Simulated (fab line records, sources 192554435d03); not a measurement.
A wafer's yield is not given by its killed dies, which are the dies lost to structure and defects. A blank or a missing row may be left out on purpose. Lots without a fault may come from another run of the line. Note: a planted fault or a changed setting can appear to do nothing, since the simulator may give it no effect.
fab line records    flow n5Finfet
record: lots: 7  wafers: 21
route steps=1938 shown BEOL_M7@1308 BEOL_M8@1374 BEOL_M9@1419
startH: the number of hours between the record's first day and the start of the first shown wafer of the lot    waitH: hours from the lot's prior step to this one    " same as the row above    L1.1+2: a row that stands for several wafers    - no value present, or no start provided    * or withheld: withheld    < > ~ a bound
route shown NAME@n: NAME is a module with steps in the file, n the number in the route of the first one    usual: the fault-free wafers' mean and standard deviation    same: alike in all rows    chamber/n: place in a boat    sites: the reading at each site    _std_site: how widely they spread, as a standard deviation    _edge_site: inner sites' mean taken away from outer sites' mean    radiusMm: how far each site lies from the wafer's centre    mask NAME#n: copy n    behind: the tool/chamber that last shaped the wafer    hold: reason for holding the lot/hours on hold/outcome of the hold    device: whichever transistor did not switch (one of n, p or np)    end of line: the route-end tests of the same wafers    a step with no rows: only its recipe    killed: dies that structure and defects cost at the first sort, which is not the same as the wafer's yield    map: the dies of a wafer, with x for killed, . for not killed, _ for no die there
set.NAME: the setting the step ran with; set.NAME@STEP: the setting that earlier step ran with    model.NAME: the simulator's own value behind a step, which no gauge read
lots run with intentionally changed settings; tables by step, rows by wafer
== steps ==
step: N5_BEOL_M7_TRENCH_ETCH_37
recipe: chemistry: C4F6/O2  targetDepthA: 934.78  target: SiCOH_lowk  timeS: 31.2  ionEnergyEv: 250  pressureMtorr: 30  sourceW: 345  biasW: 185  Ar_flow_sccm: 300  C4F6_flow_sccm: 10  O2_flow_sccm: 10
lot.wafer  tool        chamber  startH  waitH  set.timeS  model.BEOL_M7.featureDepthNm  model.etch.depthNm
L075.1     rieDiel-02  1        -       -      28.18      83.4                          83.31
L075.2     "           3        "       "      28.18      84.4                          84.43
L075.3     "           2        "       "      28.18      83.8                          83.88
L074.1     rieDiel-02  2        -       -      31.2       91.6                          91.51
L074.2     "           0        "       "      31.2       94.2                          94.16
L074.5     "           2        "       "      31.2       92.2                          92.22
L078.1     rieDiel-06  0        -       -      31.2       95.4                          95.38
L078.4     "           3        "       "      34.44      105.8                         105.9
L078.5     "           3        "       "      34.44      105.6                         105.7
L083.3     rieDiel-03  0        -       -      31.2       92.4                          92.33
L083.5     "           0        "       "      31.2       93.2                          93.14
L083.6     "           1        "       "      31.2       95.4                          95.34
L094.1     rieDiel-03  1        -       -      31.2       94.4                          94.45
L094.2     "           3        "       "      31.2       92.2                          92.27
L094.3     "           0        "       "      31.2       91.8                          91.9
L096.2     rieDiel-02  1        -       -      31.2       95                            95.05
L096.3     "           2        "       "      31.2       92.6                          92.61
L096.4     "           0        "       "      31.2       95                            95.1
L097.3     rieDiel-06  1        -       -      34.95      105.2                         105.2
L097.4     "           3        "       "      34.95      105.4                         105.3
L097.5     "           0        "       "      31.2       95.2                          95.23
step: N5_BEOL_M7_ETCH_41
recipe: chemistry: CH3F/O2  target: SiCN  targetDepthA: 319  taperDeg: 2  timeS: 57.8  ionEnergyEv: 120  maskMaterial: TiN  pressureMtorr: 30  sourceW: 395  biasW: 75  Ar_flow_sccm: 150  CH3F_flow_sccm: 30  O2_flow_sccm: 20
step: N5_BEOL_M7_STRIP_80
recipe: chemistry: N2/H2  timeS: 10  powerW: 450  tempC: 40  pressureMtorr: 20  rfFrequencyHz: 6e+07  biasPowerW: 7  n2FlowSccm: 200  h2FlowSccm: 200
step: N5_BEOL_M7_OCD_MEAS_38
usual: trenchDepthNm: 93.6/1.5
lot.wafer  tool    chamber  startH  waitH  set.timeS@BEOL_M7_TRENCH_ETCH_37  trenchDepthNm
L075.1     ocd-01  -        208.92  -      28.18                             83.8
L075.2     "       -        "       "      28.18                             85.1
L075.3     "       -        "       "      28.18                             84.3
L074.1     ocd-01  -        209.32  -      31.2                              91.6
L074.2     "       -        "       "      31.2                              94.1
L074.5     "       -        "       "      31.2                              91.6
L078.1     ocd-02  -        229.27  -      31.2                              95.5
L078.4     "       -        "       "      34.44                             106.2
L078.5     "       -        "       "      34.44                             106.3
L083.3     ocd-01  -        272.02  -      31.2                              92.1
L083.5     "       -        "       "      31.2                              93.3
L083.6     "       -        "       "      31.2                              95.2
L094.1     ocd-01  -        333.52  -      31.2                              94.4
L094.2     "       -        "       "      31.2                              91.9
L094.3     "       -        "       "      31.2                              91.6
L096.2     ocd-02  -        335.59  -      31.2                              95.0
L096.3     "       -        "       "      31.2                              92.5
L096.4     "       -        "       "      31.2                              95.5
L097.3     ocd-02  -        353.96  -      34.95                             104.6
L097.4     "       -        "       "      34.95                             106.0
L097.5     "       -        "       "      31.2                              95.0
step: N5_BEOL_M7_HM_STRIP_39
recipe: chemistry: peroxideTinStrip  material: TiN  targetDepthA: 250  tempC: 50  timeS: 158
lot.wafer  tool         chamber  startH  waitH  set.tempC@BEOL_M7_PECVD_70  model.SiO2_of_BEOL_M7_PECVD_70.thkNm
L075.1     wetBench-06  4        208.96  0.0    411.1                       18
L075.2     "            3        "       "      400                         19.4
L075.3     "            5        "       "      411.1                       18.4
L074.1     wetBench-06  2        209.36  0.0    400                         19.6
L074.2     "            7        "       "      392.4                       20.6
L074.5     "            6        "       "      400                         20
L078.1     wetBench-06  2        229.31  0.0    400                         19.2
L078.4+5   "            5,0      "       "      400                         19.4
L083.3+5   wetBench-01  2,1      272.05  0.0    406.4                       19
L083.6     "            5        "       "      400                         19.8
L094.1     wetBench-06  5        333.56  0.0    400                         19.4
L094.2     "            2        "       "      400                         19.6
L094.3     "            0        "       "      400                         19.2
L096.2     wetBench-06  3        335.62  0.0    389.3                       21.2
L096.3     "            0        "       "      400                         19.6
L096.4     "            4        "       "      400                         19.8
L097.3+4   wetBench-02  1,0      353.98  0.0    405.2                       19
L097.5     "            5        "       "      405.2                       18.8
step: N5_BEOL_M7_SRD_40
recipe: timeS: 30  tempC: 23  rinseLiquid: diw  dry: ipaMarangoni
step: N5_BEOL_M7_PRECLEAN_42
recipe: chemistry: residueRemover  timeS: 60  tempC: 40
step: N5_BEOL_M7_ECD_50
recipe: material: Cu  targetThkA: 3000
step: N5_BEOL_M7_ANNEAL_51
recipe: tempC: 225  timeS: 90  ambient: N2
step: N5_BEOL_M7_CMP_52
recipe: stopOn: SiCOH_lowk  tOverpolishS: 6.9  downForcePsi: 1  platenRpm: 50  clearingPlatenDownForcePsi: 1.5  clearingPlatenRpm: 50  postCmpClean: cuAlkaline  targetThkNm: 80  clearingPlatenPadVelocityMS: 0.99484  padVelocityMS: 0.99484
lot.wafer  tool    chamber  startH  waitH  set.timeS@BEOL_M7_TRENCH_ETCH_37  model.Cu_of_BEOL_M7_ECD_50.thkNm
L075.1     cmp-03  3        211.11  0.3    28.18                             69.6
L075.3     "       0        "       "      28.18                             70.6
L075.2     "       2        "       "      28.18                             70
L074.2     cmp-04  0        211.83  0.3    31.2                              81.8
L074.1     "       1        "       "      31.2                              79.4
L074.5     "       2        "       "      31.2                              80.4
L078.4     cmp-01  3        232.15  0.2    34.44                             91.8
L078.1     "       1        "       "      31.2                              82
L078.5     "       0        "       "      34.44                             92.4
L083.3     cmp-01  2        274.34  0.3    31.2                              79.4
L083.6     "       3        "       "      31.2                              82.4
L083.5     "       0        "       "      31.2                              78.8
L094.1     cmp-04  2        335.34  0.3    31.2                              82.2
L094.3     "       3        "       "      31.2                              79.4
L094.2     "       0        "       "      31.2                              80.2
L096.2     cmp-04  0        337.63  0.2    31.2                              79.6
L096.4     "       2        "       "      31.2                              80.6
L096.3     "       3        "       "      31.2                              77.4
L097.4     cmp-04  1        356.11  0.1    34.95                             92.8
L097.3     "       3        "       "      34.95                             91.6
L097.5     "       2        "       "      31.2                              81.6
step: N5_BEOL_M7_THK_MEAS_53
recipe: thkMeasGauge: xrf  reads: Cu_of_BEOL_M7_ECD_50
usual: M7_THK: 80.1/1.6
lot.wafer  tool          chamber  startH  waitH  set.timeS@BEOL_M7_TRENCH_ETCH_37  M7_THK[nm]
L075.1     filmMetro-01  -        211.41  -      28.18                             68.8
L075.2     "             -        "       "      28.18                             69.4
L075.3     "             -        "       "      28.18                             70.1
L074.1     filmMetro-02  -        212.06  0.2    31.2                              78.7
L074.2     "             -        "       "      31.2                              81.0
L074.5     "             -        "       "      31.2                              79.3
L078.1     filmMetro-01  -        232.45  -      31.2                              81.7
L078.4     "             -        "       "      34.44                             91.6
L078.5     "             -        "       "      34.44                             92.1
L083.3     filmMetro-02  -        274.52  -      31.2                              79.2
L083.5     "             -        "       "      31.2                              78.5
L083.6     "             -        "       "      31.2                              82.0
L094.1     filmMetro-01  -        335.64  -      31.2                              81.7
L094.2     "             -        "       "      31.2                              79.7
L094.3     "             -        "       "      31.2                              79.0
L096.2     filmMetro-02  -        337.93  -      31.2                              79.9
L096.3     "             -        "       "      31.2                              77.2
L096.4     "             -        "       "      31.2                              80.7
L097.3     filmMetro-02  -        356.40  -      34.95                             91.3
L097.4     "             -        "       "      34.95                             92.1
L097.5     "             -        "       "      31.2                              81.3
step: N5_BEOL_M7_PRE_CLEAN_55
recipe: gas: NH3  timeS: 15  tempC: withheld  rfPowerW: 300
step: N5_BEOL_M7_DEP_56
recipe: material: SiCN  targetThkA: 100  tempC: withheld  precursor: 3MS/NH3  pressureTorr: 3  rfW: 202  timeS: 17.5
step: N5_BEOL_M7_RS_MEAS_57
recipe: thkMeasGauge: four-point-probe  reads: Cu_of_BEOL_M7_ECD_50+Co_of_BEOL_M7_CVD_78+TaN_of_BEOL_M7_ALD_77
usual: M7_RS: 0.285/0.0069
lot.wafer  tool          chamber  startH  waitH  set.timeS@BEOL_M7_TRENCH_ETCH_37  M7_RS[ohm/sq]
L075.1     filmMetro-01  -        211.54  0.1    28.18                             0.337
L075.2     "             -        "       "      28.18                             0.334
L075.3     "             -        "       "      28.18                             0.331
L074.1     filmMetro-02  -        212.19  0.1    31.2                              0.288
L074.2     "             -        "       "      31.2                              0.280
L074.5     "             -        "       "      31.2                              0.283
L078.1     filmMetro-02  -        232.58  0.1    31.2                              0.277
L078.4     "             -        "       "      34.44                             0.243
L078.5     "             -        "       "      34.44                             0.242
L083.3     filmMetro-01  -        274.66  0.1    31.2                              0.289
L083.5     "             -        "       "      31.2                              0.291
L083.6     "             -        "       "      31.2                              0.276
L094.1     filmMetro-01  -        335.80  0.1    31.2                              0.276
L094.2     "             -        "       "      31.2                              0.285
L094.3     "             -        "       "      31.2                              0.288
L096.2     filmMetro-01  -        338.06  0.1    31.2                              0.287
L096.3     "             -        "       "      31.2                              0.298
L096.4     "             -        "       "      31.2                              0.283
L097.3     filmMetro-02  -        356.55  0.1    34.95                             0.244
L097.4     "             -        "       "      34.95                             0.241
L097.5     "             -        "       "      31.2                              0.280
step: N5_BEOL_M8_VIA_ETCH_34
recipe: chemistry: C4F6/O2  target: SiCOH_lowk  targetDepthA: 1255  maskMaterial: SOC  taperDeg: 4  timeS: 50.5  ionEnergyEv: 250  pressureMtorr: 30  sourceW: 345  biasW: 185  Ar_flow_sccm: 300  C4F6_flow_sccm: 10  O2_flow_sccm: 10
usual: rfVppV: 662/7.1
lot.wafer  tool        chamber  startH  waitH  set.biasW  rfVppV  model.etch.depthNm
L074.1     rieDiel-04  1        215.93  0.0    216.8      737     132.3
L074.2     "           0        "       "      185        662     125.6
L074.5     "           3        "       "      216.8      755     131.8
L075.1     rieDiel-05  2        216.62  0.0    161.6      602     119.4
L075.2     "           3        "       "      185        669     125.3
L075.3     "           1        "       "      185        665     124.7
L078.1     rieDiel-01  1        236.07  0.0    168.4      612     121.4
L078.4     "           2        "       "      185        650     123.4
L078.5     "           0        "       "      185        670     127.2
L083.3     rieDiel-04  0        280.67  0.0    185        661     125.3
L083.5     "           2        "       "      185        657     126
L083.6     "           3        "       "      185        666     126.2
L094.1     rieDiel-05  3        342.02  0.0    185        667     123
L094.2     "           1        "       "      185        663     123.5
L094.3     "           0        "       "      185        664     125.8
L096.2     rieDiel-01  0        342.36  0.0    185        668     125.7
L096.3     "           1        "       "      185        659     123.6
L096.4     "           2        "       "      185        650     126.7
L097.3     rieDiel-01  0        363.16  0.0    185        668     124.9
L097.4     "           3        "       "      215.3      748     131.4
L097.5     "           2        "       "      185        649     126.5
step: N5_BEOL_M8_TRENCH_ETCH_37
recipe: chemistry: C4F6/O2  targetDepthA: 934.78  target: SiCOH_lowk  timeS: 31.2  ionEnergyEv: 250  pressureMtorr: 30  sourceW: 345  biasW: 185  Ar_flow_sccm: 300  C4F6_flow_sccm: 10  O2_flow_sccm: 10
usual: rfVppV: 662/7.1
lot.wafer  tool        chamber  startH  waitH  set.biasW  rfVppV  model.BEOL_M8.featureDepthNm  model.etch.depthNm
L074.1     rieDiel-04  1        -       -      185        651     93.6                          93.58
L074.2     "           0        "       "      185        663     93.2                          93.19
L074.5     "           3        "       "      204.2      721     97.2                          97.16
L075.1     rieDiel-05  2        -       -      185        670     92                            92.03
L075.2     "           3        "       "      155.1      581     87.2                          87.26
L075.3     "           1        "       "      155.1      576     87                            86.95
L078.1     rieDiel-01  1        -       -      185        662     92.4                          92.47
L078.4     "           2        "       "      170.9      610     88.8                          88.85
L078.5     "           0        "       "      185        667     94                            93.9
L083.3     rieDiel-04  0        -       -      185        663     92.8                          92.74
L083.5     "           2        "       "      185        657     94                            93.92
L083.6     "           3        "       "      199.4      708     95.6                          95.59
L094.1     rieDiel-05  3        -       -      185        670     90.6                          90.53
L094.2     "           1        "       "      185        663     91                            90.97
L094.3     "           0        "       "      185        663     92.6                          92.67
L096.2     rieDiel-01  0        -       -      185        666     93.6                          93.54
L096.3     "           1        "       "      185        660     92                            91.91
L096.4     "           2        "       "      185        650     94.6                          94.65
L097.3     rieDiel-01  0        -       -      164.7      607     90.6                          90.5
L097.4     "           3        "       "      185        663     93.4                          93.43
L097.5     "           2        "       "      164.7      593     90.4                          90.46
step: N5_BEOL_M8_ETCH_41
recipe: chemistry: CH3F/O2  target: SiCN  targetDepthA: 319  taperDeg: 2  timeS: 57.8  ionEnergyEv: 120  maskMaterial: TiN  pressureMtorr: 30  sourceW: 395  biasW: 75  Ar_flow_sccm: 150  CH3F_flow_sccm: 30  O2_flow_sccm: 20
step: N5_BEOL_M8_STRIP_80
recipe: chemistry: N2/H2  timeS: 10  powerW: 450  tempC: 40  pressureMtorr: 20  rfFrequencyHz: 6e+07  biasPowerW: 7  n2FlowSccm: 200  h2FlowSccm: 200
step: N5_BEOL_M8_OCD_MEAS_38
usual: trenchDepthNm: 93.2/1.3
lot.wafer  tool    chamber  startH  waitH  set.biasW@BEOL_M8_TRENCH_ETCH_37  trenchDepthNm
L074.1     ocd-02  -        216.18  -      185                               92.8
L074.2     "       -        "       "      185                               92.9
L074.5     "       -        "       "      204.2                             97.1
L075.1     ocd-02  -        216.87  -      185                               91.9
L075.2     "       -        "       "      155.1                             87.3
L075.3     "       -        "       "      155.1                             86.7
L078.1     ocd-01  -        236.32  -      185                               92.9
L078.4     "       -        "       "      170.9                             88.9
L078.5     "       -        "       "      185                               93.9
L083.3     ocd-01  -        280.92  -      185                               92.6
L083.5     "       -        "       "      185                               94.3
L083.6     "       -        "       "      199.4                             96.2
L094.1     ocd-01  -        342.27  -      185                               90.3
L094.2     "       -        "       "      185                               91.2
L094.3     "       -        "       "      185                               92.4
L096.2     ocd-01  -        342.61  -      185                               93.1
L096.3     "       -        "       "      185                               92.0
L096.4     "       -        "       "      185                               94.5
L097.3     ocd-01  -        363.41  -      164.7                             90.9
L097.4     "       -        "       "      185                               93.3
L097.5     "       -        "       "      164.7                             90.4
step: N5_BEOL_M8_HM_STRIP_39
recipe: chemistry: peroxideTinStrip  material: TiN  targetDepthA: 250  tempC: 50  timeS: 158
step: N5_BEOL_M8_SRD_40
recipe: timeS: 30  tempC: 23  rinseLiquid: diw  dry: ipaMarangoni
step: N5_BEOL_M8_ECD_50
recipe: material: Cu  targetThkA: 3000
step: N5_BEOL_M8_ANNEAL_51
recipe: tempC: 225  timeS: 90  ambient: N2
step: N5_BEOL_M8_CMP_52
recipe: stopOn: SiCOH_lowk  tOverpolishS: 6.9  downForcePsi: 1  platenRpm: 50  clearingPlatenDownForcePsi: 1.5  clearingPlatenRpm: 50  postCmpClean: cuAlkaline  targetThkNm: 80  clearingPlatenPadVelocityMS: 0.99484  padVelocityMS: 0.99484
lot.wafer  tool    chamber  startH  waitH  set.biasW@BEOL_M8_TRENCH_ETCH_37  model.Cu_of_BEOL_M8_ECD_50.thkNm
L074.1     cmp-02  3        219.27  0.3    185                               80
L074.2     "       1        "       "      185                               79.8
L074.5     "       2        "       "      204.2                             83.6
L075.1     cmp-01  3        220.73  0.3    185                               79.2
L075.3     "       0        "       "      155.1                             74
L075.2     "       2        "       "      155.1                             74.4
L078.4     cmp-02  2        239.32  0.2    170.9                             76.2
L078.1     "       0        "       "      185                               80
L078.5     "       2        "       "      185                               82.6
L083.3     cmp-01  1        283.05  0.2    185                               78.8
L083.6     "       0        "       "      199.4                             82.6
L083.5     "       1        "       "      185                               80
L094.1     cmp-02  2        344.65  0.3    185                               78.2
L094.2     "       0        "       "      185                               77
L094.3     "       1        "       "      185                               78.6
L096.2     cmp-01  1        345.19  0.2    185                               78.6
L096.3     "       3        "       "      185                               77.8
L096.4     "       0        "       "      185                               80.8
L097.4     cmp-03  1        365.22  0.1    185                               81.2
L097.3     "       0        "       "      164.7                             78
L097.5     "       2        "       "      164.7                             76
step: N5_BEOL_M8_THK_MEAS_53
recipe: thkMeasGauge: xrf  reads: Cu_of_BEOL_M8_ECD_50
usual: M8_THK: 79.7/1.6
lot.wafer  tool          chamber  startH  waitH  set.biasW@BEOL_M8_TRENCH_ETCH_37  M8_THK[nm]
L074.1     filmMetro-01  -        219.52  -      185                               79.9
L074.2     "             -        "       "      185                               79.5
L074.5     "             -        "       "      204.2                             83.6
L075.1     filmMetro-01  -        221.02  -      185                               78.9
L075.2     "             -        "       "      155.1                             73.9
L075.3     "             -        "       "      155.1                             73.7
L078.1     filmMetro-02  -        239.58  -      185                               79.3
L078.4     "             -        "       "      170.9                             75.5
L078.5     "             -        "       "      185                               82.0
L083.3     filmMetro-02  -        283.31  -      185                               79.2
L083.5     "             -        "       "      185                               80.1
L083.6     "             -        "       "      199.4                             83.1
L094.1     filmMetro-02  -        344.94  -      185                               78.5
L094.2     "             -        "       "      185                               77.5
L094.3     "             -        "       "      185                               79.2
L096.2     filmMetro-01  -        345.48  -      185                               78.5
L096.3     "             -        "       "      185                               77.8
L096.4     "             -        "       "      185                               80.9
L097.3     filmMetro-02  -        365.51  -      164.7                             77.7
L097.4     "             -        "       "      185                               80.7
L097.5     "             -        "       "      164.7                             75.9
step: N5_BEOL_M8_PRE_CLEAN_55
recipe: gas: NH3  timeS: 15  tempC: withheld  rfPowerW: 300
step: N5_BEOL_M8_DEP_56
recipe: material: SiCN  targetThkA: 100  tempC: withheld  precursor: 3MS/NH3  pressureTorr: 3  rfW: 202  timeS: 17.5
step: N5_BEOL_M8_RS_MEAS_57
recipe: thkMeasGauge: four-point-probe  reads: Cu_of_BEOL_M8_ECD_50+Co_of_BEOL_M8_CVD_78+TaN_of_BEOL_M8_ALD_77
usual: M8_RS: 0.287/0.0063
lot.wafer  tool          chamber  startH  waitH  set.biasW@BEOL_M8_TRENCH_ETCH_37  M8_RS[ohm/sq]
L074.1     filmMetro-01  -        219.69  0.1    185                               0.286
L074.2     "             -        "       "      185                               0.287
L074.5     "             -        "       "      204.2                             0.271
L075.1     filmMetro-01  -        221.18  0.1    185                               0.289
L075.2     "             -        "       "      155.1                             0.311
L075.3     "             -        "       "      155.1                             0.313
L078.1     filmMetro-02  -        239.71  0.1    185                               0.285
L078.4     "             -        "       "      170.9                             0.303
L078.5     "             -        "       "      185                               0.276
L083.3     filmMetro-02  -        283.44  0.1    185                               0.291
L083.5     "             -        "       "      185                               0.287
L083.6     "             -        "       "      199.4                             0.277
L094.1     filmMetro-01  -        345.07  0.1    185                               0.294
L094.2     "             -        "       "      185                               0.298
L094.3     "             -        "       "      185                               0.291
L096.2     filmMetro-01  -        345.62  0.1    185                               0.292
L096.3     "             -        "       "      185                               0.294
L096.4     "             -        "       "      185                               0.282
L097.3     filmMetro-02  -        365.64  0.1    164.7                             0.296
L097.4     "             -        "       "      185                               0.281
L097.5     "             -        "       "      164.7                             0.304
step: N5_BEOL_M9_ETCH_62
recipe: chemistry: N2/H2  target: SOC  targetDepthA: 1100  overetchA: 220  maskMaterial: SiARC  tempC: 40  timeS: 165  ionEnergyEv: 200  pressureMtorr: 30  sourceW: 840  biasW: 150  n2FlowSccm: 200  h2FlowSccm: 200
lot.wafer   tool        chamber  startH  waitH  set.timeS  model.SiARC_of_BEOL_M9_COAT_60.thkNm
L074.1      rieDiel-06  1        221.69  0.0    165        23.6
L074.2      "           3        "       "      165        23.4
L074.5      "           0        "       "      165        23.2
L075.1+2+3  rieDiel-02  1,2,0    224.50  0.0    165        23.4
L078.1+4    rieDiel-06  3,0      243.14  0.0    165        23.4
L078.5      "           2        "       "      199.9      22
L083.3      rieDiel-02  3        287.44  0.0    190.8      22.6
L083.5+6    "           0,1      "       "      165        23.6
L094.1      rieDiel-02  0        347.41  0.0    165        23.4
L094.2+3    "           2,3      "       "      165        23.6
L096.2      rieDiel-03  1        347.99  0.0    151.1      23.8
L096.3      "           2        "       "      165        23.2
L096.4      "           3        "       "      151.1      24
L097.3      rieDiel-06  0        369.74  0.0    148.7      23.8
L097.4+5    "           2,0      "       "      165        23.2
step: N5_BEOL_M9_STRIP_68
recipe: chemistry: N2/H2  tempC: 40  n2FlowSccm: 200  h2FlowSccm: 200  rfFrequencyHz: 6e+07
step: N5_BEOL_M9_STRIP_67
recipe: chemistry: CF4  resist: SiARC  powerW: 300  biasPowerW: 75  pressureMtorr: 50  cf4FlowSccm: 150  rfFrequencyHz: 6e+07
step: N5_BEOL_M9_HM_OPEN_17
recipe: chemistry: Cl2/BCl3  targetDepthA: 200  overetchA: 60  target: TiN  maskMaterial: SOC  ionEnergyEv: 150  pressureMtorr: 10  icpW: 1000  biasW: 126  Cl2_flow_sccm: 53.25  bcl3FlowSccm: 21.75  Ar_flow_sccm: 25
lot.wafer  tool         chamber  startH  waitH  set.timeS@BEOL_M9_ETCH_62  model.etch.depthNm
L074.1     rieMetal-02  0        222.04  0.2    165                        19.79
L074.2     "            1        "       "      165                        19.68
L074.5     "            1        "       "      165                        19.75
L075.1     rieMetal-03  1        224.68  0.0    165                        20.01
L075.2     "            1        "       "      165                        19.84
L075.3     "            1        "       "      165                        20.02
L078.1     rieMetal-01  1        243.33  0.0    165                        19.99
L078.4     "            1        "       "      165                        19.9
L078.5     "            1        "       "      199.9                      16.59
L083.3     rieMetal-02  1        287.66  0.1    190.8                      17.45
L083.5+6   "            1,0      "       "      165                        19.98
L094.1     rieMetal-01  1        347.60  0.0    165                        19.83
L094.2     "            0        "       "      165                        19.91
L094.3     "            1        "       "      165                        19.72
L096.2     rieMetal-01  0        348.18  0.0    151.1                      20.05
L096.3     "            0        "       "      165                        19.84
L096.4     "            1        "       "      151.1                      19.94
L097.3     rieMetal-02  0        369.96  0.1    148.7                      20.37
L097.4     "            1        "       "      165                        20.22
L097.5     "            0        "       "      165                        20.08
== key ==
split: step: N5_BEOL_M7_TRENCH_ETCH_37  setting: timeS  stated: 31.2  by: wafer
response: step: N5_BEOL_M7_TRENCH_ETCH_37  reading: model.BEOL_M7.featureDepthNm  change: +0.905  per: 1%  r: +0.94
response: step: N5_BEOL_M7_TRENCH_ETCH_37  reading: model.etch.depthNm  change: +0.904  per: 1%  r: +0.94
response: step: N5_BEOL_M7_OCD_MEAS_38  reading: trenchDepthNm  change: +0.929  per: 1%  r: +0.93
response: step: N5_BEOL_M7_CMP_52  reading: model.Cu_of_BEOL_M7_ECD_50.thkNm  change: +0.921  per: 1%  r: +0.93
response: step: N5_BEOL_M7_THK_MEAS_53  reading: M7_THK  change: +0.913  per: 1%  r: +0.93
response: step: N5_BEOL_M7_RS_MEAS_57  reading: M7_RS  change: -0.00321  per: 1%  r: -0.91
split: step: N5_BEOL_M8_VIA_ETCH_34  setting: biasW  stated: 185  by: wafer
response: step: N5_BEOL_M8_VIA_ETCH_34  reading: rfVppV  change: +5.17  per: 1%  r: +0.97
response: step: N5_BEOL_M8_VIA_ETCH_34  reading: model.etch.depthNm  change: +0.387  per: 1%  r: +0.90
split: step: N5_BEOL_M8_TRENCH_ETCH_37  setting: biasW  stated: 185  by: wafer
response: step: N5_BEOL_M8_TRENCH_ETCH_37  reading: rfVppV  change: +5.95  per: 1%  r: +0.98
response: step: N5_BEOL_M8_TRENCH_ETCH_37  reading: model.BEOL_M8.featureDepthNm  change: +0.331  per: 1%  r: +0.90
response: step: N5_BEOL_M8_TRENCH_ETCH_37  reading: model.etch.depthNm  change: +0.332  per: 1%  r: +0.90
response: step: N5_BEOL_M8_OCD_MEAS_38  reading: trenchDepthNm  change: +0.344  per: 1%  r: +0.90
response: step: N5_BEOL_M8_CMP_52  reading: model.Cu_of_BEOL_M8_ECD_50.thkNm  change: +0.377  per: 1%  r: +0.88
response: step: N5_BEOL_M8_THK_MEAS_53  reading: M8_THK  change: +0.381  per: 1%  r: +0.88
response: step: N5_BEOL_M8_RS_MEAS_57  reading: M8_RS  change: -0.00164  per: 1%  r: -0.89
split: step: N5_BEOL_M9_ETCH_62  setting: timeS  stated: 165  by: wafer
response: step: N5_BEOL_M9_ETCH_62  reading: model.SiARC_of_BEOL_M9_COAT_60.thkNm  change: -0.0663  per: 1%  r: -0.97
response: step: N5_BEOL_M9_HM_OPEN_17  reading: model.etch.depthNm  shape: bent  atLowest: 20.37  atStated: 19.91  atHighest: 16.59
split outsideThisFile step=N5_BEOL_M7_PECVD_70 setting=tempC
split outsideThisFile: this setting was split too, and the file shows its column; the key of that split is in another file
